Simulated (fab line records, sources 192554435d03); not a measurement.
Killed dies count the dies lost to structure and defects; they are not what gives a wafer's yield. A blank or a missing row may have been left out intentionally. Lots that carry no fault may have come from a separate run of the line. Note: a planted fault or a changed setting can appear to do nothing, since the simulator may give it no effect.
Struck lot and sound lot, side by side || flow n5 finfet || 14 out of 1938 route steps
Sound: the wafers L213.3, L213.5, L213.6. The struck wafers were L208.1, L208.2, L208.3. The cause comes at the end.
Each step with rows lists, per side, the tool, then ch with its chambers, then its first start. Under that, the readings that differ: sound wafers || struck wafers || difference of the means || sigmas: that difference in standard deviations of wafers without a fault.
alike: readings with means less than 2 such deviations apart, plus words and numbers identical on both sides. not compared: withheld readings, readings lacking a value on some wafer, bounds such as >300 that could conceal the same value, and numbers that have no deviation in the record and whose values overlap.
A row with sigmas, a row that says differs or no value, or rows on one side alone: a step with any of these is where the two part. Numbers that have no deviation but don't overlap get no sigmas and don't part them. A reading that every wafer of one side lacks parts them only if that side has two wafers or more.

N5_BEOL_M8_STRIP_67: strips in CF4.
  sound on rie diel-02 ch 0,1,3, day 12 11:44; struck on rie diel-04 ch 0,1,3, day 10 21:23
  alike: drypump motor current A, oes product au, rf vpp V, showerhead plenum p Torr, throttle valve pct
  not compared: rf hours counter h
N5_BEOL_M8_HM_OPEN_17: chemistry Cl2/BCl3, target TiN, target depth 20 nm, overetch 6 nm.
  sound on rie metal-01 ch 0,1, day 12 11:49; struck on rie metal-02 ch 0,1, day 10 21:25
{"reading": "bcl3 flow sccm (sccm)", "sound": "21.68 21.69 21.63", "struck": "21.67 21.87 21.88", "difference": "+0.14", "sigmas": "+2"}
  alike: drypump motor current A, oes product au, throttle valve pct
  not compared: rf hours counter h
N5_BEOL_M8_STRIP_19: strips in O2.
  sound on rie diel-06 ch 0,1, day 12 12:07; struck on rie diel-06 ch 0,2,3, day 10 21:37
  alike: drypump motor current A, oes product au, rf vpp V, showerhead plenum p Torr, throttle valve pct
  not compared: rf hours counter h
N5_BEOL_M8_CD_MEAS_18: pitch 80 nm, target cd 40 nm.
  struck on cd sem-02, day 10 21:41; sound on cd sem-02, day 12 12:11
  alike: cd nm
then, 8 steps without rows for these wafers: N5_BEOL_M8_COAT_63 (time 60 s, resist thk 60 nm); N5_BEOL_M8_COAT_64 (time 60 s, resist thk 12 nm); N5_BEOL_M8_COAT_71 (time 60 s, resist thk 5 nm); N5_BEOL_M8_COAT_22 (resist thk 30 nm); N5_BEOL_M8_EBR_24; N5_BEOL_M8_SOFTBAKE_23 (time 60 s); N5_BEOL_M8_EXPOSE_25 (exposes mask V7, target cd 40 nm); N5_BEOL_M8_PEB_26 (peb time 60 s).
N5_BEOL_M8_DEVELOP_27: develop time 30 s.
  sound on litho track-04 ch 0, day 12 12:30; struck on litho track-04, day 10 22:06
  no value came back on the struck wafers for chill plate temp C (C), develop time s (s), resist line temp C (C); on the sound wafers chill plate temp C (C) reads 22.89 22.93 22.97
{"reading": "model.CAR-EUV_of_BEOL_M8_COAT_22.thk nm (nm)", "sound": "29.6 29.6 29.6", "struck": "30 30 30", "difference": "+0", "sigmas": ""}
N5_BEOL_M8_CD_MEAS_28: the cd target is 40 nm.
  sound on cd sem-02 ch 0, day 12 12:34; struck on cd sem-03 ch 0, day 10 22:10
{"reading": "cd nm (nm)", "sound": "40.17 39.94 40.05", "struck": "- - -", "difference": "no value on the struck wafers", "sigmas": ""}

== WHERE THEY PART ==
Last at N5_BEOL_M8_CD_MEAS_28 as far as this record goes, first at N5_BEOL_M8_HM_OPEN_17.

WHY: whatever the simulator had introduced
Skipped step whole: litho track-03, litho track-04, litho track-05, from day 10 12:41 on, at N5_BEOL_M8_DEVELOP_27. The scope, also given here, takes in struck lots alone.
